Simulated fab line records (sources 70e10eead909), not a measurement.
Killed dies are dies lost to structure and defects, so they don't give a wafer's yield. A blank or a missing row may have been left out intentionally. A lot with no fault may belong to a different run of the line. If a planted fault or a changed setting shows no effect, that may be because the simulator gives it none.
fab line records	flow nand_harc
[record] lots = 24	wafers = 72	last_day = 33
route steps=1302 shown P_GATE@132 P_CONTACT@217 P_M0@269 P_M2@334
lots untouched by any fault: they come from a run of this same line in which no faults occurred
start_h: hours from the record's opening day to when the first of the lot's shown wafers began	wait_h: hours from the lot's prior step to this one	" same as the row above	L1.1+2: several wafers, shown together as one row	- either no value or no given start	* or withheld: withheld	< > ~ a bound
route shown NAME@n: NAME is a module with steps in the file, n the number in the route of the first one	usual: average and standard deviation across the fault-free wafers	same: alike in all rows	chamber/n: place in a boat	sites: each site's reading	_std_site: standard deviation of those values	_edge_site: the outer-site mean with the inner-site mean subtracted	radius_mm: how far each site lies from the wafer's centre	mask NAME#n: copy n	behind: the tool/chamber that last shaped the wafer	hold: why the lot went on hold/how many hours it stayed there/how the hold came to an end	device: whichever transistor did not switch (one of n, p or np)	end of line: the tests these same wafers got at the end of their route	a step with no rows: only its recipe	killed: dies that structure and defects cost at the first sort, which is not the same as the wafer's yield	map: a wafer's dies, x killed, . not, _ none there
set.NAME: the setting as run; set.NAME@STEP: as run at that earlier step	model.NAME: the simulator's own value behind a step, which no gauge read
the route's steps for a sample of lots (tables are steps, rows are wafers)
services: from which hour (start_h, from the record's first day; less than 0 if before it) a tool's chamber was out of use, for how many hours, and why
[[steps]]
[step NHARC_P_GATE_DEP_103]
[recipe] target_thk_a = 300	target_thk_nm = 30	temp_c = 400	flow_sccm = 200	rf_w = 350	material = SiON
[usual] heater_power_w = 718/120
lot.wafer	tool	chamber	start_h	wait_h	heater_power_w	since_wet_clean_h
L074.1	pecvd-03	0	96.30	0.6	576	79
L074.4	"	2	"	"	806	-
L074.5	"	0	"	"	581	-
L075.1	pecvd-02	1	103.70	0.6	762	44
L075.5	"	1	"	"	759	-
L075.6	"	2	"	"	789	-
L076.2	pecvd-01	1	116.60	0.5	694	155
L076.3	"	2	"	"	562	155
L076.4	"	1	"	"	674	-
L077.2	pecvd-02	1	121.51	0.5	807	62
L077.6	"	2	"	"	761	-
L077.5	"	0	"	"	602	-
L078.3	pecvd-02	0	133.00	0.4	609	74
L078.1	"	1	"	"	823	74
L078.5	"	0	"	"	590	-
L079.3	pecvd-01	2	143.61	0.4	587	1
L079.6	"	1	"	"	680	-
L079.5	"	2	"	"	581	-
L080.6	pecvd-01	1	159.77	0.1	796	-
L080.5	"	2	"	"	498	-
L080.4	"	0	"	"	842	-
L081.1	pecvd-02	2	167.05	0.6	705	108
L081.3	"	0	"	"	568	108
L081.2	"	1	"	"	862	108
L082.3	pecvd-03	1	175.22	0.4	777	158
L082.4	"	0	"	"	497	-
L082.5	"	1	"	"	802	-
L083.1	pecvd-01	1	190.34	0.6	717	47
L083.6	"	2	"	"	531	-
L083.4	"	1	"	"	709	-
L084.2	pecvd-02	0	197.96	0.4	613	138
L084.3	"	2	"	"	761	139
L084.6	"	2	"	"	772	-
L085.2	pecvd-02	1	207.55	0.5	880	148
L085.3	"	0	"	"	612	148
L085.4	"	2	"	"	704	-
L086.1	pecvd-02	2	211.25	0.6	754	152
L086.4	"	2	"	"	735	-
L086.6	"	0	"	"	557	-
L087.2	pecvd-01	0	223.54	0.5	945	81
L087.4	"	1	"	"	807	-
L087.5	"	2	"	"	614	-
L088.3	pecvd-03	1	248.81	0.3	731	50
L088.2	"	2	"	"	819	50
L088.5	"	2	"	"	809	-
L089.3	pecvd-03	0	249.51	0.4	553	51
L089.5	"	2	"	"	793	-
L089.4	"	0	"	"	560	-
L090.3	pecvd-02	1	259.41	0.3	862	19
L090.1	"	2	"	"	776	19
L090.6	"	0	"	"	576	-
L091.3	pecvd-01	0	262.38	0.3	925	119
L091.1	"	2	"	"	498	119
L091.4	"	1	"	"	780	-
L092.2	pecvd-02	0	277.10	0.4	542	37
L092.1	"	1	"	"	807	37
L092.5	"	2	"	"	758	-
L093.3	pecvd-02	2	293.02	0.4	777	53
L093.6	"	2	"	"	779	-
L093.5	"	0	"	"	600	-
L094.1	pecvd-03	2	293.48	0.6	706	95
L094.4	"	1	"	"	796	-
L094.5	"	0	"	"	627	-
L095.2	pecvd-02	1	310.20	0.5	778	70
L095.5	"	1	"	"	778	-
L095.6	"	2	"	"	658	-
L096.1	pecvd-02	0	314.10	0.6	626	74
L096.6	"	0	"	"	626	-
L096.5	"	1	"	"	737	-
L097.1	pecvd-03	0	321.98	0.6	627	123
L097.4	"	1	"	"	761	-
L097.5	"	2	"	"	791	-
[step NHARC_P_CONTACT_DEP_30]
[recipe] target_thk_a = 300	temp_c = 400	target_thk_nm = 30	flow_sccm = 200	rf_w = 450	material = SiNx
[usual] heater_power_w = 722/110
lot.wafer	tool	chamber	start_h	wait_h	heater_power_w	since_wet_clean_h
L074.1	pecvd-01	0	115.70	0.1	896	154
L074.5	"	0	"	"	892	-
L074.4	"	2	"	"	477	-
L075.1	pecvd-02	0	122.93	0.1	572	63
L075.5	"	2	"	"	730	-
L075.6	"	0	"	"	586	-
L076.3	pecvd-02	2	136.06	0.1	742	77
L076.2	"	1	"	"	906	77
L076.4	"	2	"	"	749	-
L077.2	pecvd-02	0	140.77	0.3	569	81
L077.5	"	2	"	"	649	-
L077.6	"	0	"	"	573	-
L078.3	pecvd-01	1	151.96	0.1	664	9
L078.1	"	0	"	"	929	9
L078.5	"	2	"	"	490	-
L079.3	pecvd-02	1	162.81	0.1	802	103
L079.5	"	0	"	"	597	-
L079.6	"	1	"	"	794	-
L080.4	pecvd-02	1	179.03	0.2	748	-
L080.6	"	1	"	"	766	-
L080.5	"	2	"	"	678	-
L081.2	pecvd-01	1	186.38	0.1	749	43
L081.1	"	2	"	"	527	43
L081.3	"	0	"	"	855	43
L082.3	pecvd-01	0	194.54	0.1	830	52
L082.4	"	0	"	"	845	-
L082.5	"	1	"	"	778	-
L083.1	pecvd-04	0	209.49	0.1	784	102
L083.4	"	0	"	"	751	-
L083.6	"	1	"	"	800	-
L084.2	pecvd-04	1	217.02	0.1	740	109
L084.3	"	0	"	"	751	109
L084.6	"	1	"	"	752	-
L085.2	pecvd-04	1	226.89	0.1	813	119
L085.3	"	2	"	"	787	119
L085.4	"	1	"	"	812	-
L086.1	pecvd-04	2	230.36	0.1	797	122
L086.4	"	2	"	"	800	-
L086.6	"	0	"	"	765	-
L087.2	pecvd-02	1	242.90	0.1	778	2
L087.4	"	0	"	"	557	-
L087.5	"	1	"	"	784	-
L088.3	pecvd-01	1	268.19	0.1	681	125
L088.2	"	2	"	"	548	125
L088.5	"	1	"	"	672	-
L089.3	pecvd-02	1	268.91	0.1	731	28
L089.4	"	2	"	"	691	-
L089.5	"	0	"	"	629	-
L090.1	pecvd-02	1	278.58	0.1	768	38
L090.3	"	2	"	"	621	38
L090.6	"	1	"	"	764	-
L091.3	pecvd-02	0	281.40	0.1	626	41
L091.1	"	1	"	"	799	41
L091.4	"	0	"	"	612	-
L092.1	pecvd-04	0	296.27	0.1	756	7
L092.2	"	2	"	"	682	7
L092.5	"	2	"	"	695	-
L093.3	pecvd-04	1	312.19	0.1	862	23
L093.5	"	1	"	"	855	-
L093.6	"	0	"	"	745	-
L094.1	pecvd-02	1	312.77	0.1	791	72
L094.4	"	2	"	"	692	-
L094.5	"	0	"	"	613	-
L095.2	pecvd-04	0	329.53	0.1	743	40
L095.6	"	2	"	"	706	-
L095.5	"	0	"	"	759	-
L096.1	pecvd-04	1	333.38	0.1	862	44
L096.5	"	0	"	"	753	-
L096.6	"	1	"	"	871	-
L097.1	pecvd-01	0	340.90	0.1	803	17
L097.4	"	2	"	"	572	-
L097.5	"	0	"	"	802	-
[step NHARC_P_CONTACT_PVD_32]
[recipe] target_thk_a = 50	chamber_pressure_pa = 5	power_w = 5000	substrate_temp_c = 200	time_s = 17.7	material = Ti
[usual] cathode_dc_power_W = 4999.9/0.84	substrate_temp_c = 199.99/0.16	throttle_valve_pct = 30.7/0.87
lot.wafer	tool	chamber	start_h	wait_h	cathode_dc_power_W	substrate_temp_c	throttle_valve_pct
L074.1	pvd_sputter-03	-	-	-	5001.1	200.20	31.9
L074.4	"	-	"	"	5000.4	199.79	30.5
L074.5	"	-	"	"	4999.7	200.13	32.1
L075.1	pvd_sputter-01	-	-	-	5000.3	199.94	29.7
L075.5	"	-	"	"	4998.6	200.03	32.1
L075.6	"	-	"	"	4999.8	200.16	30.0
L076.4	pvd_sputter-02	-	-	-	4999.1	199.73	31.8
L076.3	"	-	"	"	4999.6	199.81	30.8
L076.2	"	-	"	"	4999.2	200.18	29.6
L077.2	pvd_sputter-01	-	-	-	4999.0	199.79	29.9
L077.5	"	-	"	"	4998.9	199.82	30.7
L077.6	"	-	"	"	4999.9	199.69	29.6
L078.3	pvd_sputter-02	-	-	-	4999.8	200.26	29.8
L078.1	"	-	"	"	5000.8	199.84	31.6
L078.5	"	-	"	"	4999.6	199.89	31.5
L079.3	pvd_sputter-02	-	-	-	4999.7	199.94	29.5
L079.5	"	-	"	"	4999.7	199.91	29.8
L079.6	"	-	"	"	4999.5	200.08	31.4
L080.4	pvd_sputter-03	-	-	-	4999.5	200.12	30.1
L080.5	"	-	"	"	5000.4	199.84	32.2
L080.6	"	-	"	"	5000.5	200.14	30.6
L081.1	pvd_sputter-01	-	-	-	4998.8	200.03	29.5
L081.2	"	-	"	"	5000.1	199.95	32.5
L081.3	"	-	"	"	5001.8	199.88	29.7
L082.3	pvd_sputter-01	-	-	-	4999.5	199.82	32.3
L082.4	"	-	"	"	5000.5	199.91	29.9
L082.5	"	-	"	"	4999.6	199.95	32.4
L083.4	pvd_sputter-03	-	-	-	4999.0	200.40	30.2
L083.1	"	-	"	"	5000.9	200.32	30.4
L083.6	"	-	"	"	5000.4	200.19	30.4
L084.2	pvd_sputter-03	-	-	-	4999.8	200.10	30.0
L084.3	"	-	"	"	5001.2	199.91	30.4
L084.6	"	-	"	"	4999.5	200.11	30.7
L085.4	pvd_sputter-03	-	-	-	4998.5	200.05	30.8
L085.2	"	-	"	"	4999.4	199.72	30.3
L085.3	"	-	"	"	4999.0	199.69	32.2
L086.1	pvd_sputter-02	-	-	-	5000.6	199.72	31.7
L086.4	"	-	"	"	5001.0	200.02	30.1
L086.6	"	-	"	"	4999.5	200.02	30.9
L087.2	pvd_sputter-02	-	-	-	4999.1	200.30	31.0
L087.4	"	-	"	"	4999.9	199.75	29.7
L087.5	"	-	"	"	4999.8	199.97	30.8
L088.2	pvd_sputter-03	-	-	-	4998.4	199.78	30.4
L088.3	"	-	"	"	5001.1	200.10	32.2
L088.5	"	-	"	"	4998.8	200.11	30.3
L089.3	pvd_sputter-01	-	-	-	5000.7	199.80	32.4
L089.4	"	-	"	"	4999.4	200.22	29.6
L089.5	"	-	"	"	5001.8	200.28	29.7
L090.3	pvd_sputter-02	-	-	-	4999.0	199.90	31.4
L090.1	"	-	"	"	5000.4	200.00	30.0
L090.6	"	-	"	"	4998.5	200.08	29.5
L091.1	pvd_sputter-03	-	-	-	4999.0	199.70	30.1
L091.3	"	-	"	"	5000.4	200.07	30.3
L091.4	"	-	"	"	5000.9	199.89	32.1
L092.2	pvd_sputter-01	-	-	-	5000.8	199.82	29.7
L092.1	"	-	"	"	5000.2	199.82	30.1
L092.5	"	-	"	"	5000.2	200.04	32.0
L093.3	pvd_sputter-01	-	-	-	5000.3	200.02	32.2
L093.6	"	-	"	"	4998.8	199.79	30.1
L093.5	"	-	"	"	5000.4	199.98	31.9
L094.4	pvd_sputter-02	-	-	-	5000.2	199.69	30.2
L094.1	"	-	"	"	4998.5	200.02	30.0
L094.5	"	-	"	"	4999.9	200.09	30.6
L095.2	pvd_sputter-02	-	-	-	4999.9	199.86	29.9
L095.6	"	-	"	"	4998.7	200.07	29.9
L095.5	"	-	"	"	5000.3	199.80	30.3
L096.1	pvd_sputter-02	-	-	-	5000.5	199.94	30.4
L096.5	"	-	"	"	4999.3	199.84	29.9
L096.6	"	-	"	"	5000.7	200.00	30.0
L097.1	pvd_sputter-02	-	-	-	5002.1	199.96	30.4
L097.4	"	-	"	"	5000.0	200.03	31.9
L097.5	"	-	"	"	4999.2	200.04	30.6
[step NHARC_P_CONTACT_CMP_24]
[recipe] t_overpolish_s = 30	target_thk_nm = 200
[usual] motor_current_A = 11.5/1	overpolish_run_s = 30.000/0.0097	time_to_endpoint_s = 39.3/2
lot.wafer	tool	chamber	start_h	wait_h	motor_current_A	overpolish_run_s	time_to_endpoint_s
L074.4	cmp-03	0	120.09	0.4	12.3	29.996	41.7
L074.1	"	2	"	"	13.3	29.990	36.9
L074.5	"	1	"	"	9.9	30.021	39.9
L075.1	cmp-01	3	127.40	0.6	11.0	29.994	41.1
L075.6	"	0	"	"	11.6	30.006	35.1
L075.5	"	1	"	"	12.2	29.998	38.3
L076.3	cmp-03	0	140.34	0.3	12.3	29.995	43.0
L076.4	"	2	"	"	13.0	29.991	39.6
L076.2	"	3	"	"	11.6	29.995	39.0
L077.2	cmp-03	3	145.30	0.6	11.3	30.010	34.6
L077.6	"	3	"	"	11.7	29.983	36.6
L077.5	"	0	"	"	12.6	30.008	35.5
L078.3	cmp-04	3	156.53	0.4	10.9	30.008	41.9
L078.1	"	1	"	"	12.2	29.997	42.2
L078.5	"	3	"	"	10.6	29.998	40.9
L079.3	cmp-04	2	167.17	0.4	12.8	30.004	40.1
L079.5	"	1	"	"	12.2	30.015	39.0
L079.6	"	2	"	"	13.1	30.001	36.3
L080.4	cmp-04	3	183.46	0.3	10.0	29.992	39.3
L080.6	"	2	"	"	12.8	30.000	33.9
L080.5	"	3	"	"	10.3	29.995	40.0
L081.3	cmp-04	3	191.48	0.4	10.6	29.994	36.6
L081.1	"	0	"	"	9.6	30.005	36.6
L081.2	"	1	"	"	12.0	29.996	37.2
L082.4	cmp-01	3	198.88	0.3	10.7	30.002	36.7
L082.3	"	1	"	"	12.1	29.992	38.4
L082.5	"	3	"	"	11.2	29.998	38.0
L083.1	cmp-01	2	213.94	0.6	11.2	30.003	39.5
L083.4	"	3	"	"	11.0	29.978	40.6
L083.6	"	0	"	"	11.6	29.994	39.5
L084.3	cmp-03	0	221.44	0.3	12.5	29.998	37.1
L084.2	"	1	"	"	9.6	30.032	37.4
L084.6	"	1	"	"	10.2	29.996	39.9
L085.2	cmp-01	0	231.25	0.6	11.8	30.006	38.9
L085.4	"	1	"	"	12.0	30.011	38.1
L085.3	"	2	"	"	10.7	30.010	41.4
L086.1	cmp-01	2	234.74	0.5	11.2	30.003	40.7
L086.4	"	1	"	"	12.3	30.017	40.6
L086.6	"	3	"	"	10.8	29.985	41.2
L087.2	cmp-01	1	247.16	0.5	11.9	30.003	41.6
L087.4	"	2	"	"	10.8	30.009	42.6
L087.5	"	0	"	"	11.8	29.994	39.2
L088.2	cmp-03	1	272.87	0.6	10.1	30.004	40.6
L088.3	"	2	"	"	13.0	29.999	39.5
L088.5	"	1	"	"	9.4	29.997	40.2
L089.4	cmp-04	3	273.42	0.4	11.2	30.006	40.2
L089.3	"	1	"	"	11.5	30.022	41.9
L089.5	"	0	"	"	9.7	30.019	41.5
L090.3	cmp-01	2	282.85	0.3	11.7	30.004	39.6
L090.1	"	0	"	"	11.4	29.990	36.4
L090.6	"	1	"	"	12.2	29.997	35.7
L091.1	cmp-03	2	285.86	0.5	13.4	30.007	37.2
L091.3	"	3	"	"	12.3	30.010	36.7
L091.4	"	0	"	"	12.4	29.988	36.4
L092.1	cmp-01	1	300.61	0.6	11.4	29.984	40.8
L092.2	"	2	"	"	10.6	29.997	42.4
L092.5	"	1	"	"	11.8	29.988	43.2
L093.3	cmp-01	2	316.48	0.4	10.9	29.997	39.9
L093.5	"	1	"	"	12.2	29.997	38.4
L093.6	"	2	"	"	11.0	30.000	39.3
L094.4	cmp-03	2	317.13	0.4	13.5	30.000	43.4
L094.1	"	3	"	"	11.2	30.002	38.9
L094.5	"	1	"	"	10.2	29.996	41.1
L095.2	cmp-03	3	333.74	0.5	11.4	30.001	40.2
L095.6	"	3	"	"	10.5	29.993	36.9
L095.5	"	0	"	"	12.1	29.990	39.6
L096.1	cmp-04	1	337.75	0.6	12.0	29.995	40.3
L096.5	"	1	"	"	11.3	30.005	38.8
L096.6	"	2	"	"	12.5	29.994	39.4
L097.1	cmp-04	2	345.22	0.6	12.2	30.019	40.4
L097.4	"	3	"	"	11.1	30.004	40.7
L097.5	"	2	"	"	12.2	30.029	37.5
[step NHARC_P_M0_CD_MEAS_16]
[usual] cd_nm = 89.8/0.79
lot.wafer	tool	chamber	start_h	wait_h	cd_nm
L074.1	cd_sem-03	-	121.75	-	90.1
L074.4	"	-	"	"	90.0
L074.5	"	-	"	"	89.9
L075.1	cd_sem-01	-	129.12	-	90.2
L075.5	"	-	"	"	89.7
L075.6	"	-	"	"	90.6
L076.2	cd_sem-02	-	142.20	-	90.8
L076.3	"	-	"	"	89.3
L076.4	"	-	"	"	89.7
L077.2	cd_sem-03	-	147.72	-	88.9
L077.5	"	-	"	"	89.8
L077.6	"	-	"	"	89.5
L078.1	cd_sem-02	-	158.29	-	90.2
L078.3	"	-	"	"	90.5
L078.5	"	-	"	"	90.4
L079.3	cd_sem-01	-	168.82	-	90.8
L079.5	"	-	"	"	91.2
L079.6	"	-	"	"	90.0
L080.4	cd_sem-02	-	185.33	-	91.4
L080.5	"	-	"	"	89.4
L080.6	"	-	"	"	90.5
L081.1	cd_sem-03	-	193.15	-	89.3
L081.2	"	-	"	"	89.7
L081.3	"	-	"	"	89.3
L082.3	cd_sem-01	-	200.53	-	91.3
L082.4	"	-	"	"	89.4
L082.5	"	-	"	"	91.2
L083.1	cd_sem-01	-	215.69	-	89.2
L083.4	"	-	"	"	91.5
L083.6	"	-	"	"	90.9
L084.2	cd_sem-02	-	223.23	-	90.2
L084.3	"	-	"	"	89.6
L084.6	"	-	"	"	91.0
L085.2	cd_sem-03	-	233.03	-	89.9
L085.3	"	-	"	"	88.5
L085.4	"	-	"	"	89.1
L086.1	cd_sem-02	-	236.45	-	90.3
L086.4	"	-	"	"	90.3
L086.6	"	-	"	"	90.8
L087.2	cd_sem-03	-	248.93	-	89.7
L087.4	"	-	"	"	89.9
L087.5	"	-	"	"	89.7
L088.2	cd_sem-02	-	274.71	-	90.4
L088.3	"	-	"	"	89.1
L088.5	"	-	"	"	88.5
L089.3	cd_sem-03	-	275.28	-	89.1
L089.4	"	-	"	"	89.2
L089.5	"	-	"	"	90.3
L090.1	cd_sem-03	-	284.50	-	89.1
L090.3	"	-	"	"	90.4
L090.6	"	-	"	"	90.7
L091.1	cd_sem-01	-	287.50	-	90.3
L091.3	"	-	"	"	89.0
L091.4	"	-	"	"	89.9
L092.1	cd_sem-03	-	302.27	-	89.3
L092.2	"	-	"	"	88.4
L092.5	"	-	"	"	90.5
L093.3	cd_sem-02	-	318.25	-	89.4
L093.5	"	-	"	"	88.7
L093.6	"	-	"	"	89.0
L094.1	cd_sem-03	-	318.89	-	89.1
L094.4	"	-	"	"	89.6
L094.5	"	-	"	"	89.0
L095.2	cd_sem-01	-	335.54	-	88.1
L095.5	"	-	"	"	89.2
L095.6	"	-	"	"	88.3
L096.1	cd_sem-03	-	339.42	-	88.9
L096.5	"	-	"	"	90.2
L096.6	"	-	"	"	90.8
L097.1	cd_sem-02	-	346.93	-	89.5
L097.4	"	-	"	"	90.1
L097.5	"	-	"	"	91.0
[step NHARC_P_M2_CD_MEAS_16]
[usual] cd_nm = 170.2/0.75
lot.wafer	tool	chamber	start_h	wait_h	cd_nm
L074.1	cd_sem-01	-	129.91	-	169.9
L074.4	"	-	"	"	170.2
L074.5	"	-	"	"	169.1
L075.1	cd_sem-03	-	137.65	-	168.4
L075.5	"	-	"	"	171.2
L075.6	"	-	"	"	168.7
L076.2	cd_sem-02	-	150.42	-	169.6
L076.3	"	-	"	"	170.1
L076.4	"	-	"	"	171.0
L077.2	cd_sem-03	-	155.77	-	171.8
L077.5	"	-	"	"	170.9
L077.6	"	-	"	"	170.0
L078.1	cd_sem-03	-	166.42	-	170.4
L078.3	"	-	"	"	170.7
L078.5	"	-	"	"	171.7
L079.3	cd_sem-01	-	177.08	-	169.4
L079.5	"	-	"	"	169.5
L079.6	"	-	"	"	171.1
L080.4	cd_sem-01	-	193.36	-	171.2
L080.5	"	-	"	"	169.9
L080.6	"	-	"	"	170.1
L081.1	cd_sem-02	-	201.23	-	170.8
L081.2	"	-	"	"	169.4
L081.3	"	-	"	"	170.9
L082.3	cd_sem-02	-	208.91	-	171.5
L082.4	"	-	"	"	169.8
L082.5	"	-	"	"	170.6
L083.1	cd_sem-03	-	223.65	-	169.7
L083.4	"	-	"	"	170.7
L083.6	"	-	"	"	169.7
L084.2	cd_sem-01	-	231.31	-	169.8
L084.3	"	-	"	"	169.6
L084.6	"	-	"	"	169.4
L085.2	cd_sem-03	-	241.24	-	171.1
L085.3	"	-	"	"	170.9
L085.4	"	-	"	"	170.6
L086.1	cd_sem-02	-	244.71	-	170.1
L086.4	"	-	"	"	170.9
L086.6	"	-	"	"	171.4
L087.2	cd_sem-02	-	257.15	-	170.0
L087.4	"	-	"	"	169.4
L087.5	"	-	"	"	170.7
L088.2	cd_sem-03	-	283.24	-	170.9
L088.3	"	-	"	"	168.9
L088.5	"	-	"	"	171.0
L089.3	cd_sem-02	-	284.11	0.1	171.5
L089.4	"	-	"	"	171.2
L089.5	"	-	"	"	172.2
L090.1	cd_sem-02	-	293.34	-	169.8
L090.3	"	-	"	"	169.4
L090.6	"	-	"	"	169.3
L091.1	cd_sem-03	-	295.90	-	169.8
L091.3	"	-	"	"	170.2
L091.4	"	-	"	"	169.6
L092.1	cd_sem-01	-	310.73	-	170.1
L092.2	"	-	"	"	170.0
L092.5	"	-	"	"	170.4
L093.3	cd_sem-03	-	326.33	-	169.9
L093.5	"	-	"	"	169.1
L093.6	"	-	"	"	170.0
L094.1	cd_sem-01	-	327.30	-	170.6
L094.4	"	-	"	"	170.6
L094.5	"	-	"	"	170.3
L095.2	cd_sem-02	-	343.86	-	171.3
L095.5	"	-	"	"	169.7
L095.6	"	-	"	"	171.3
L096.1	cd_sem-03	-	347.64	-	171.0
L096.5	"	-	"	"	171.3
L096.6	"	-	"	"	169.5
L097.1	cd_sem-01	-	355.31	-	169.8
L097.4	"	-	"	"	170.7
L097.5	"	-	"	"	171.2
[[services]]
tool	chamber	start_h	hours	kind
pecvd-04	-	72.85	22.1	repair
cmp-01	-	79.13	4.5	repair
cmp-01	-	87.50	4.0	pm
cmp-03	-	106.42	3.8	repair
pvd_sputter-02	-	112.78	10.0	pm
cmp-03	-	114.22	2.3	repair
cmp-03	-	123.53	0.4	repair
pecvd-01	-	130.00	13.0	pm
cmp-03	-	134.01	4.0	repair
cmp-03	-	148.93	0.6	repair
cmp-03	-	162.24	4.0	pm
pecvd-02	0	172.39	6.7	repair
cmp-03	-	183.96	6.3	repair
cmp-01	-	185.50	4.0	pm
pvd_sputter-02	-	190.20	1.6	repair
pecvd-04	-	201.76	0.9	repair
pecvd-02	-	227.49	13.0	pm
pvd_sputter-02	-	232.38	0.7	repair
cmp-03	-	260.24	4.0	pm
pvd_sputter-02	-	275.52	4.0	repair
pecvd-04	-	276.10	13.0	pm
cmp-01	-	283.50	4.0	pm
pvd_sputter-02	-	290.78	10.0	pm
pecvd-01	-	311.00	13.0	pm
[[key]]
fault none
